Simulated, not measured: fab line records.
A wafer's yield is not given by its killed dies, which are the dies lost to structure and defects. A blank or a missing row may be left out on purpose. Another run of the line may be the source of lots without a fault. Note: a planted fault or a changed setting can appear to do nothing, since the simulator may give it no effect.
fab line records + flow nand-harc
record:
- lots: 6
- wafers: 18
- last-day: 32
route steps=1302 shown A_ONON_D1@424
lots that met no fault: taken from a fault-free run of the same line
start-h: start of the lot's first displayed wafer, in hours after the record's first day + wait-h: hours from the lot's prior step to this one + " identical to the entry in the row above + L1.1+2: several wafers, shown together as one row + - no value present, or no start provided + * or withheld: withheld + < > ~ a bound
route shown NAME@n: NAME is a module with steps in the file, n the number in the route of the first one + usual: mean/standard deviation taken from wafers without a fault + same: alike in all rows + chamber/n: place in a boat + sites: each site's reading + _std_site: the values' standard deviation + _edge_site: inner sites' mean taken away from outer sites' mean + radius-mm: how far each site lies from the wafer's centre + mask NAME#n: copy n + behind: the last tool/chamber to shape the wafer + hold: why the lot was held/for how many hours/how that ended + device: whichever transistor did not switch (one of n, p or np) + end of line: tests of these same wafers at the route's end + a step with no rows: only its recipe + killed: dies that structure and defects cost at the first sort, which is not the same as the wafer's yield + map: the dies of a wafer, with x for killed, . for not killed, _ for no die there
set.NAME: the setting as run; set.NAME@STEP: as run at that earlier step + model.NAME: the simulator's own value behind a step, which no gauge read
lots seen at some steps along the route; tables by step, rows by wafer
services: the hour from which a tool's chamber was out of use, counted from the record's first day as start-h (under 0 if before that day), plus the number of hours and why
== steps ==
step: NHARC_A_ONON_D1_DEP_00
recipe:
- target-thk-a: 10000
- n2-flow-sccm: 2750
- n2o-flow-sccm: 2000
- nh3-flow-sccm: 500
- sih4-flow-sccm: 210
- temp-c: 400
step: NHARC_A_ONON_D1_THK_MEAS_02
recipe:
- thk-meas-gauge: ellipsometry
usual:
- thk-nm: 998/9.9
| lot.wafer | tool          | chamber | start-h | wait-h | thk-nm |
|-----------|---------------|---------|---------|--------|--------|
| L903.1    | film-metro-01 | -       | 185.40  | -      | 1013   |
| L903.3    | "             | -       | "       | "      | 1012   |
| L903.4    | "             | -       | "       | "      | 1012   |
| L911.2    | film-metro-01 | -       | 273.29  | -      | 1012   |
| L911.3    | "             | -       | "       | "      | 1010   |
| L911.4    | "             | -       | "       | "      | 1011   |
| L914.3    | film-metro-01 | -       | 308.27  | -      | 994    |
| L914.5    | "             | -       | "       | "      | 994    |
| L914.6    | "             | -       | "       | "      | 992    |
| L918.1    | film-metro-02 | -       | 345.33  | -      | 998    |
| L918.2    | "             | -       | "       | "      | 997    |
| L918.3    | "             | -       | "       | "      | 997    |
| L920.2    | film-metro-02 | -       | 366.07  | -      | 981    |
| L920.3    | "             | -       | "       | "      | 982    |
| L920.6    | "             | -       | "       | "      | 983    |
| L923.1    | film-metro-01 | -       | 392.38  | -      | 1005   |
| L923.3    | "             | -       | "       | "      | 1005   |
| L923.4    | "             | -       | "       | "      | 1003   |
step: NHARC_A_ONON_D1_DEP_03
recipe:
- target-thk-a: 10000
- n2-flow-sccm: 2750
- n2o-flow-sccm: 2000
- nh3-flow-sccm: 500
- sih4-flow-sccm: 210
- temp-c: 400
step: NHARC_A_ONON_D1_THK_MEAS_05
recipe:
- thk-meas-gauge: ellipsometry
usual:
- thk-nm: 1002/11
| lot.wafer | tool          | chamber | start-h | wait-h | thk-nm |
|-----------|---------------|---------|---------|--------|--------|
| L903.1    | film-metro-01 | -       | 185.97  | -      | 1009   |
| L903.3    | "             | -       | "       | "      | 1007   |
| L903.4    | "             | -       | "       | "      | 1008   |
| L911.2    | film-metro-01 | -       | 273.85  | -      | 1030   |
| L911.3    | "             | -       | "       | "      | 1028   |
| L911.4    | "             | -       | "       | "      | 1031   |
| L914.3    | film-metro-01 | -       | 308.84  | -      | 990    |
| L914.5    | "             | -       | "       | "      | 991    |
| L914.6    | "             | -       | "       | "      | 992    |
| L918.1    | film-metro-01 | -       | 345.89  | -      | 1002   |
| L918.2    | "             | -       | "       | "      | 1003   |
| L918.3    | "             | -       | "       | "      | 1004   |
| L920.2    | film-metro-01 | -       | 366.64  | -      | 996    |
| L920.3    | "             | -       | "       | "      | 996    |
| L920.6    | "             | -       | "       | "      | 997    |
| L923.1    | film-metro-01 | -       | 392.95  | -      | 1004   |
| L923.3    | "             | -       | "       | "      | 1006   |
| L923.4    | "             | -       | "       | "      | 1005   |
step: NHARC_A_ONON_D1_DEP_06
recipe:
- target-thk-a: 10000
- n2-flow-sccm: 2750
- n2o-flow-sccm: 2000
- nh3-flow-sccm: 500
- sih4-flow-sccm: 210
- temp-c: 400
step: NHARC_A_ONON_D1_THK_MEAS_08
recipe:
- thk-meas-gauge: ellipsometry
usual:
- thk-nm: 1001/7.8
| lot.wafer | tool          | chamber | start-h | wait-h | thk-nm |
|-----------|---------------|---------|---------|--------|--------|
| L903.1    | film-metro-01 | -       | 186.53  | -      | 1005   |
| L903.3    | "             | -       | "       | "      | 1007   |
| L903.4    | "             | -       | "       | "      | 1004   |
| L911.2    | film-metro-01 | -       | 274.42  | -      | 1012   |
| L911.3    | "             | -       | "       | "      | 1012   |
| L911.4    | "             | -       | "       | "      | 1012   |
| L914.3    | film-metro-01 | -       | 309.40  | -      | 1010   |
| L914.5    | "             | -       | "       | "      | 1009   |
| L914.6    | "             | -       | "       | "      | 1008   |
| L918.1    | film-metro-01 | -       | 346.45  | -      | 999    |
| L918.2    | "             | -       | "       | "      | 999    |
| L918.3    | "             | -       | "       | "      | 1000   |
| L920.2    | film-metro-02 | -       | 367.23  | -      | 999    |
| L920.3    | "             | -       | "       | "      | 1000   |
| L920.6    | "             | -       | "       | "      | 1001   |
| L923.1    | film-metro-02 | -       | 393.51  | -      | 998    |
| L923.3    | "             | -       | "       | "      | 999    |
| L923.4    | "             | -       | "       | "      | 999    |
step: NHARC_A_ONON_D1_DEP_09
recipe:
- target-thk-a: 10000
- n2-flow-sccm: 2750
- n2o-flow-sccm: 2000
- nh3-flow-sccm: 500
- sih4-flow-sccm: 210
- temp-c: 400
step: NHARC_A_ONON_D1_THK_MEAS_11
recipe:
- thk-meas-gauge: ellipsometry
usual:
- thk-nm: 1002/11
| lot.wafer | tool          | chamber | start-h | wait-h | thk-nm |
|-----------|---------------|---------|---------|--------|--------|
| L903.1    | film-metro-02 | -       | 187.10  | -      | 994    |
| L903.3    | "             | -       | "       | "      | 994    |
| L903.4    | "             | -       | "       | "      | 996    |
| L911.2    | film-metro-01 | -       | 274.98  | -      | 996    |
| L911.3    | "             | -       | "       | "      | 995    |
| L911.4    | "             | -       | "       | "      | 997    |
| L914.3    | film-metro-01 | -       | 309.97  | -      | 1013   |
| L914.5    | "             | -       | "       | "      | 1013   |
| L914.6    | "             | -       | "       | "      | 1012   |
| L918.1    | film-metro-02 | -       | 347.02  | -      | 1001   |
| L918.2    | "             | -       | "       | "      | 1000   |
| L918.3    | "             | -       | "       | "      | 1002   |
| L920.2    | film-metro-02 | -       | 367.80  | -      | 989    |
| L920.3    | "             | -       | "       | "      | 989    |
| L920.6    | "             | -       | "       | "      | 988    |
| L923.1    | film-metro-01 | -       | 394.08  | -      | 1000   |
| L923.3    | "             | -       | "       | "      | 1001   |
| L923.4    | "             | -       | "       | "      | 999    |
step: NHARC_A_ONON_D1_DEP_12
recipe:
- target-thk-a: 10000
- n2-flow-sccm: 2750
- n2o-flow-sccm: 2000
- nh3-flow-sccm: 500
- sih4-flow-sccm: 210
- temp-c: 400
step: NHARC_A_ONON_D1_THK_MEAS_14
recipe:
- thk-meas-gauge: ellipsometry
usual:
- thk-nm: 1000/8.7
| lot.wafer | tool          | chamber | start-h | wait-h | thk-nm |
|-----------|---------------|---------|---------|--------|--------|
| L903.1    | film-metro-02 | -       | 187.66  | -      | 995    |
| L903.3    | "             | -       | "       | "      | 995    |
| L903.4    | "             | -       | "       | "      | 997    |
| L911.2    | film-metro-02 | -       | 275.55  | -      | 986    |
| L911.3    | "             | -       | "       | "      | 986    |
| L911.4    | "             | -       | "       | "      | 986    |
| L914.3    | film-metro-02 | -       | 310.53  | -      | 1005   |
| L914.5    | "             | -       | "       | "      | 1005   |
| L914.6    | "             | -       | "       | "      | 1004   |
| L918.1    | film-metro-02 | -       | 347.58  | -      | 1012   |
| L918.2    | "             | -       | "       | "      | 1011   |
| L918.3    | "             | -       | "       | "      | 1012   |
| L920.2    | film-metro-02 | -       | 368.37  | -      | 994    |
| L920.3    | "             | -       | "       | "      | 991    |
| L920.6    | "             | -       | "       | "      | 991    |
| L923.1    | film-metro-02 | -       | 394.65  | -      | 991    |
| L923.3    | "             | -       | "       | "      | 993    |
| L923.4    | "             | -       | "       | "      | 994    |
step: NHARC_A_ONON_D1_ANNEAL_15
recipe:
- temp-c: 750
- time-s: 3600
step: NHARC_A_ONON_D1_DEP_16
recipe:
- target-thk-a: 10000
- n2-flow-sccm: 2750
- n2o-flow-sccm: 2000
- nh3-flow-sccm: 500
- sih4-flow-sccm: 210
- temp-c: 400
| lot.wafer  | tool          | chamber | start-h | wait-h |
|------------|---------------|---------|---------|--------|
| L903.1+3+4 | pecvd-onon-01 | 0       | 195.00  | 0.1    |
| L911.2+3+4 | pecvd-onon-01 | 0       | 285.46  | 0.1    |
| L914.3+5+6 | pecvd-onon-03 | 0       | 317.94  | 0.2    |
| L918.1+2+3 | pecvd-onon-01 | 0       | 354.81  | 0.1    |
| L920.2+3+6 | pecvd-onon-01 | 0       | 375.46  | 0.1    |
| L923.1+3+4 | pecvd-onon-03 | 0       | 403.49  | 0.1    |
step: NHARC_A_ONON_D1_THK_MEAS_18
recipe:
- thk-meas-gauge: ellipsometry
usual:
- thk-nm: 996/8.7
| lot.wafer | tool          | chamber | start-h | wait-h | hold                     | thk-nm |
|-----------|---------------|---------|---------|--------|--------------------------|--------|
| L903.1    | film-metro-01 | -       | 195.51  | -      | -                        | 991    |
| L903.3    | "             | -       | "       | "      | -                        | 989    |
| L903.4    | "             | -       | "       | "      | -                        | 993    |
| L911.2    | film-metro-01 | -       | 285.91  | -      | -                        | 1008   |
| L911.3    | "             | -       | "       | "      | -                        | 1009   |
| L911.4    | "             | -       | "       | "      | -                        | 1008   |
| L914.3    | film-metro-02 | -       | 318.33  | -      | -                        | 1006   |
| L914.5    | "             | -       | "       | "      | -                        | 1008   |
| L914.6    | "             | -       | "       | "      | -                        | 1006   |
| L918.1    | film-metro-01 | -       | 355.32  | -      | await-dispo/0.2h/release | 1614   |
| L918.2    | "             | -       | "       | "      | await-dispo/0.2h/release | 1615   |
| L918.3    | "             | -       | "       | "      | await-dispo/0.2h/release | 1613   |
| L918.1    | film-metro-01 | -       | 355.49  | 0.2    | -                        | 1614   |
| L918.2    | "             | -       | "       | "      | -                        | 1613   |
| L918.3    | "             | -       | "       | "      | -                        | 1613   |
| L920.2    | film-metro-01 | -       | 375.92  | -      | await-dispo/0.2h/release | 1619   |
| L920.3    | "             | -       | "       | "      | await-dispo/0.2h/release | 1621   |
| L920.6    | "             | -       | "       | "      | await-dispo/0.2h/release | 1620   |
| L920.2    | film-metro-01 | -       | 376.09  | 0.2    | -                        | 1619   |
| L920.3    | "             | -       | "       | "      | -                        | 1618   |
| L920.6    | "             | -       | "       | "      | -                        | 1621   |
| L923.1    | film-metro-02 | -       | 404.00  | -      | -                        | 998    |
| L923.3    | "             | -       | "       | "      | -                        | 997    |
| L923.4    | "             | -       | "       | "      | -                        | 998    |
== services ==
| tool          | chamber | start-h | hours | kind |
|---------------|---------|---------|-------|------|
| pecvd-onon-03 | -       | 227.04  | 13.0  | pm   |
| pecvd-onon-01 | -       | 269.00  | 13.0  | pm   |
== key ==
first-sign:
- step: NHARC_A_ONON_D1_THK_MEAS_18
- reading: visit
- direction: added
effect:
- step: NHARC_A_ONON_D1_THK_MEAS_18
- reading: thk-nm
- direction: up
- sigmas: 71
- usual: 996
- struck: 1617
met-at NHARC_A_ONON_D1_DEP_16
struck-wafers L918.1,L918.2,L918.3,L920.2,L920.3,L920.6
scrapped-behind NHARC_A_ONON_D1_THK_MEAS_18 L918.1,L918.2,L918.3,L920.2,L920.3,L920.6
onset-between 285.46 354.81
fault:
- kind: process-parameter-drift
- tool: pecvd-onon-01
- chamber: 0
- onset-h: 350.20
- steps: NHARC_A_ONON_D1_DEP_16
- channel: target-thk-a
- offset: *
- shape: step
- end-h: 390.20
- acts-in: *
- stated: *
